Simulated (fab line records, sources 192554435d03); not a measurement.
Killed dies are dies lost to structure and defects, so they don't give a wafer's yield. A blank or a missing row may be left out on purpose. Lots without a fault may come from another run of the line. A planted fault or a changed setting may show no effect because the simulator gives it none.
fab line records | flow n5_finfet
record lots=5 wafers=15 last_day=16
route steps=1938 shown BEOL_M7@1310 PASSIVATION@1936
lots that met no fault: from a run of the same line without faults
start_h: hours from the record's first day to the start of the lot's first wafer shown | wait_h: hours since the lot's step before | " the same as in the row above | L1.1+2: a row that stands for several wafers | - no value, or no start given | * or withheld: withheld | < > ~ a bound
route shown NAME@n: a module of which the file shows steps, and the number in the route of the first | usual: mean/standard deviation of fault-free wafers | same: alike in all rows | chamber/n: place in a boat | sites: the reading at each site | _std_site: their standard deviation | _edge_site: outer sites' mean less inner sites' | radius_mm: how far each site lies from the wafer's centre | mask NAME#n: copy n | behind: the tool/chamber that last shaped the wafer | hold: why the lot was held/for how many hours/how that ended | device: the transistor (n, p or np) that didn't switch | end of line: the same wafers' tests at the end of the route | a step without rows: its recipe alone | killed: dies lost to structure and defects at the first sort, not the wafer's yield | map: a wafer's dies, x killed, . not, _ none there
set.NAME: the setting as run; set.NAME@STEP: as run at that earlier step | model.NAME: the simulator's own value behind a step, which no gauge read
lots at some steps of the route; a table a step, a row a wafer
services: from which hour (start_h, from the record's first day; less than 0 if before it) a tool's chamber was out of use, for how many hours, and why
## steps
# step N5_BEOL_M7_STRIP_80
# recipe chemistry=N2/H2 time_s=10 power_w=450 temp_c=40 pressure_mtorr=20 rf_frequency_hz=6e+07 bias_power_w=7 n2_flow_sccm=200 h2_flow_sccm=200
# usual drypump_motor_current_A=5.7/0.46 oes_product_au=0.80/0.071 rf_vpp_V=59.1/0.81 showerhead_plenum_p_Torr=2.55/0.1 throttle_valve_pct=23.7/0.31
# columns lot.wafer tool chamber start_h wait_h drypump_motor_current_A oes_product_au rf_hours_counter_h rf_vpp_V showerhead_plenum_p_Torr throttle_valve_pct
L258.3 rie_diel-04 3 - - 6.0 0.73 166 57.8 2.42 23.6
L258.4 " 1 " " 5.4 0.85 57 59.1 2.47 24.2
L258.6 " 2 " " 4.8 0.72 - 59.7 2.63 23.4
L261.2 rie_diel-05 3 - - 5.3 0.69 243 59.8 2.50 23.5
L261.3 " 1 " " 5.3 0.86 68 59.4 2.68 23.4
L261.6 " 0 " " 6.4 0.86 - 59.7 2.48 24.1
L270.2 rie_diel-03 3 - - 6.1 0.88 47 59.8 2.70 24.0
L270.3 " 2 " " 6.2 0.80 100 60.1 2.56 23.3
L270.6 " 2 " " 6.2 0.81 - 58.2 2.56 23.3
L278.4 rie_diel-03 0 - - 5.4 0.72 - 59.3 2.52 23.6
L278.5 " 3 " " 6.1 0.87 - 59.8 2.69 24.0
L278.6 " 1 " " 6.0 0.70 - 58.7 2.39 23.6
L277.4 rie_diel-03 0 - - 5.4 0.71 196 59.6 2.52 23.6
L277.5 " 2 " " 6.2 0.79 - 59.3 2.55 23.4
L277.6 " 3 " " 6.1 0.85 - 59.4 2.69 24.0
# step N5_BEOL_M7_OCD_MEAS_38
# usual trench_depth_nm=93.8/1.4
# columns lot.wafer tool chamber start_h wait_h trench_depth_nm
L258.3 ocd-01 - 205.69 - 93.5
L258.4 " - " " 95.0
L258.6 " - " " 92.2
L261.2 ocd-02 - 222.73 - 92.8
L261.3 " - " " 96.9
L261.6 " - " " 95.2
L270.2 ocd-02 - 282.37 - 94.8
L270.3 " - " " 92.8
L270.6 " - " " 92.8
L278.4 ocd-02 - 311.83 - 92.9
L278.5 " - " " 95.6
L278.6 " - " " 94.0
L277.4 ocd-01 - 322.04 - 92.5
L277.5 " - " " 92.0
L277.6 " - " " 94.2
# step N5_BEOL_M7_HM_STRIP_39
# recipe chemistry=peroxide_tin_strip material=TiN target_depth_a=250 temp_c=50 time_s=158
# step N5_BEOL_M7_SRD_40
# recipe time_s=30 temp_c=23 rinse_liquid=diw dry=ipa_marangoni
# step N5_BEOL_M7_PRECLEAN_42
# recipe chemistry=residue_remover time_s=60 temp_c=40
# step N5_BEOL_M7_SRD_43
# recipe time_s=30 temp_c=23 rinse_liquid=diw dry=ipa_marangoni
# step N5_BEOL_M7_CD_MEAS_35
# recipe target_cd_nm=40 polarity=opening
# usual cd_nm=40.0/0.51
# columns lot.wafer tool chamber start_h wait_h cd_nm
L258.3 cd_sem-02 - 205.85 0.0 39.6
L258.4 " - " " 40.0
L258.6 " - " " 39.7
L261.2 cd_sem-01 - 222.90 0.0 40.1
L261.3 " - " " 40.8
L261.6 " - " " 40.3
L270.2 cd_sem-03 - 282.53 0.0 39.6
L270.3 " - " " 39.7
L270.6 " - " " 38.9
L278.4 cd_sem-02 - 311.99 0.0 39.7
L278.5 " - " " 39.8
L278.6 " - " " 40.2
L277.4 cd_sem-02 - 322.19 0.0 40.3
L277.5 " - " " 39.9
L277.6 " - " " 39.9
# step N5_BEOL_M7_CURE_75
# recipe temp_c=370 time_s=120 ambient=DMADMS/He material=SiCOH_lowk
# usual lamp_power_pct=52.31/0.053 wafer_temp_C_max=371.6/0.47
# columns lot.wafer tool chamber start_h wait_h lamp_power_pct wafer_temp_C_max
L258.3 uv_cure-03 2 205.98 0.1 52.27 371.8
L258.4 " 2 " " 52.25 371.3
L258.6 " 2 " " 52.28 371.6
L261.2 uv_cure-02 2 222.99 0.1 52.35 371.5
L261.3 " 2 " " 52.37 371.0
L261.6 " 2 " " 52.33 371.9
L270.2 uv_cure-01 1 282.62 0.1 52.21 371.2
L270.3 " 1 " " 52.44 371.0
L270.6 " 1 " " 52.32 370.9
L278.4 uv_cure-01 2 312.17 0.2 52.31 371.2
L278.5 " 2 " " 52.30 371.1
L278.6 " 2 " " 52.31 371.6
L277.4 uv_cure-01 1 322.38 0.2 52.32 371.6
L277.5 " 1 " " 52.31 370.8
L277.6 " 1 " " 52.28 371.8
# step N5_BEOL_M7_DEGAS_44
# recipe ambient=vacuum temp_c=250 time_s=60
# step N5_BEOL_M7_PRE_CLEAN_45
# recipe gas=H2/He time_s=30 temp_c=250
# usual heater_power_w=299/36
# columns lot.wafer tool chamber start_h wait_h heater_power_w
L258.3 pvd_sputter-03 - 206.51 0.0 299
L258.4 " - " " 327
L258.6 " - " " 258
L261.2 pvd_sputter-02 - 223.45 0.0 310
L261.3 " - " " 339
L261.6 " - " " 299
L270.2 pvd_sputter-01 - 283.19 0.0 256
L270.3 " - " " 324
L270.6 " - " " 311
L278.4 pvd_sputter-03 - 312.42 0.0 281
L278.5 " - " " 293
L278.6 " - " " 259
L277.4 pvd_sputter-03 - 322.71 0.0 286
L277.5 " - " " 261
L277.6 " - " " 299
# step N5_BEOL_M7_ALD_77
# recipe material=TaN target_thk_a=20 temp_c=275 ald_precursor_family=PDMAT ald_co_reactant=NH3 pressure_torr=3 carrier_flow_sccm=1500 pulse_time_s=2 purge_time_s=3 co_reactant_purge_time_s=2 co_reactant_pulse_time_s=3 ald_cycles=40 precursor_vessel_temp_c=75 precursor_vessel_pressure_torr=26.25 precursor_vessel_carrier_sccm=1000
# usual heater_power_w=435/38
# columns lot.wafer tool chamber start_h wait_h heater_power_w
L258.3 ald_metal-01 2 206.59 0.1 365
L258.4 " 0 " " 428
L258.6 " 1 " " 476
L261.2 ald_metal-03 0 223.74 0.3 437
L261.3 " 2 " " 450
L261.6 " 0 " " 438
L270.2 ald_metal-03 0 283.25 0.0 429
L270.3 " 3 " " 392
L270.6 " 1 " " 392
L278.4 ald_metal-04 3 312.50 0.1 419
L278.5 " 1 " " 467
L278.6 " 0 " " 465
L277.4 ald_metal-01 3 322.98 0.2 475
L277.5 " 1 " " 468
L277.6 " 0 " " 434
# step N5_BEOL_M7_SURFACE_TREAT_79
# recipe gas=Ar time_s=* ion_energy_ev=* ion_current_ma_cm2=0.5 pressure_mtorr=* ar_flow_sccm=30
# usual ar_flow_sccm=29.99/0.081 pressure_mtorr=* throttle_valve_pct=*
# columns lot.wafer tool chamber start_h wait_h ar_flow_sccm pressure_mtorr throttle_valve_pct
L258.3 pvd_sputter-01 - 206.88 0.2 29.97 * *
L258.4 " - " " 29.95 * *
L258.6 " - " " 30.09 * *
L261.2 pvd_sputter-03 - 224.19 0.3 29.99 * *
L261.3 " - " " 29.89 * *
L261.6 " - " " 30.03 * *
L270.2 pvd_sputter-02 - 283.55 0.2 30.17 * *
L270.3 " - " " 29.94 * *
L270.6 " - " " 29.96 * *
L278.4 pvd_sputter-01 - 312.81 0.2 30.17 * *
L278.5 " - " " 30.15 * *
L278.6 " - " " 30.05 * *
L277.4 pvd_sputter-01 - 324.26 1.2 29.91 * *
L277.5 " - " " 29.92 * *
L277.6 " - " " 30.11 * *
# step N5_BEOL_M7_CVD_78
# recipe material=Co target_thk_a=20 temp_c=withheld precursor=CCTBA/H2 pressure_torr=30 time_s=142.3
# usual run_length_s=165.0/0.48
# columns lot.wafer tool chamber start_h wait_h run_length_s
L258.3 cvd_co-02 2 207.01 0.1 164.5
L258.4 " 0 " " 164.4
L258.6 " 2 " " 164.4
L261.2 cvd_co-01 1 224.25 0.0 165.2
L261.3 " 2 " " 165.8
L261.6 " 0 " " 164.4
L270.2 cvd_co-01 0 283.69 0.1 77.7
L270.3 " 1 " " 164.6
L270.6 " 0 " " 77.5
L278.4 cvd_co-02 1 312.92 0.1 165.3
L278.5 " 0 " " 164.5
L278.6 " 2 " " 165.0
L277.4 cvd_co-02 0 324.42 0.1 164.8
L277.5 " 2 " " 164.7
L277.6 " 1 " " 165.9
# step N5_BEOL_M7_SPUTTER_48
# recipe material=Cu target_thk_a=100 temp_c=-20 bias_v=60 power_w=26000 chamber_pressure_pa=0.13 time_s=1.667
# step N5_PASSIVATION_PROBE_49
# usual defect_limited_yield=91.2/1.4 killed_at_M0_to_M3=34/9.4 killed_at_M4_up=13/5.8 killed_at_contacts=13/6.4 killed_at_front_end=41/11 killed_at_other=3.1/2.3 killed_dies=103/16 killed_open=69/12 killed_short=33/7.8 sort_bin_5_function=5.1/0.91 sort_bin_6_memory=3.3/0.63 sort_n_pass=1077/16 sort_yield_pct=91.2/1.4
# same gross_dies=1180 killed_at_back_side=0 sort_bin_4_leakage[%]=0 sort_bin_8_speed[%]=0
# columns lot.wafer tool chamber start_h wait_h defect_limited_yield[%] killed_at_M0_to_M3 killed_at_M4_up killed_at_contacts killed_at_front_end killed_at_other killed_dies killed_open killed_short sort_bin_5_function[%] sort_bin_6_memory[%] sort_n_pass sort_yield_pct[%]
L278.4 prober-01 - 380.18 0.2 90.6 40 16 10 45 0 111 72 35 5.3 3.6 1069 90.6
L278.5 prober-01 - 380.23 0.2 87.1 54 16 21 58 3 152 95 56 7.4 5.3 1028 87.1
L278.6 prober-01 - 380.28 0.3 88.7 65 9 14 42 3 133 87 42 6.6 3.9 1047 88.7
# killed by level:class
L278.4 BEOL_M2:geometric_particle:open=9 BEOL_M4:geometric_particle:open=8 FIN_SAQP:geometric_particle:short=7 STI_FIN_REVEAL:geometric_particle:open=7 BEOL_M3:geometric_particle:open=7 MOL_CONTACT_COAG:geometric_particle:open=6 DUMMY_GATE:geometric_particle:open=6 BEOL_M0_SAQP:geometric_particle:short=6
L278.5 MOL_CONTACT_COAG:geometric_particle:open=17 FIN_SAQP:geometric_particle:short=16 FIN_SAQP:geometric_particle:open=12 BEOL_M0_SAQP:geometric_particle:short=12 BEOL_M3:geometric_particle:open=12 BEOL_M1:geometric_particle:open=10 BEOL_M0_SAQP:geometric_particle:open=9 STI_FIN_REVEAL:geometric_particle:open=7
L278.6 BEOL_M0_SAQP:geometric_particle:short=19 BEOL_M0_SAQP:geometric_particle:open=17 MOL_CONTACT_COAG:geometric_particle:open=14 STI_FIN_REVEAL:geometric_particle:open=10 BEOL_M3:geometric_particle:open=10 BEOL_M1:geometric_particle:open=6 BEOL_M0:geometric_particle:open=6 BEOL_M4:geometric_particle:open=5
## services
# columns tool chamber start_h hours kind
rie_diel-04 3 193.36 5.3 repair
uv_cure-03 - 194.90 7.5 pm
uv_cure-02 - 200.93 1.8 repair
ald_metal-03 - 206.57 4.3 pm
rie_diel-04 3 210.71 1.6 repair
ald_metal-01 0 211.37 11.5 repair
ald_metal-01 1 217.23 12.6 repair
rie_diel-05 3 242.10 - clean
rie_diel-05 3 242.10 - consumable_replace:focus_ring
rie_diel-05 3 242.10 27.1 scheduled_down
rie_diel-05 3 242.10 27.1 vent_cycle
rie_diel-05 1 245.40 1.7 repair
ald_metal-04 - 264.02 2.8 pm
ald_metal-01 0 264.08 25.0 repair
cvd_co-01 - 264.18 1.5 repair
rie_diel-04 2 270.32 2.7 repair
uv_cure-01 - 272.45 1.2 repair
ald_metal-03 - 290.88 8.7 pm
rie_diel-04 2 293.38 3.7 repair
uv_cure-01 - 301.21 7.1 pm
uv_cure-01 - 315.45 0.8 repair
uv_cure-02 - 320.65 1.0 pm
## key
first_sign step=N5_BEOL_M7_CVD_78 reading=run_length_s direction=down sigmas=99+ usual=* struck=*
effect none on later readings
met_at N5_BEOL_M7_CVD_78
struck_wafers L270.2,L270.6
onset_between 224.25 283.69
fault kind=process_parameter_drift tool=cvd_co-01 chamber=- onset_h=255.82 steps=N5_BEOL_M7_CVD_78 channel=time_s offset=* shape=step end_h=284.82 scope=struck_wafers_only acts_in=* stated=*
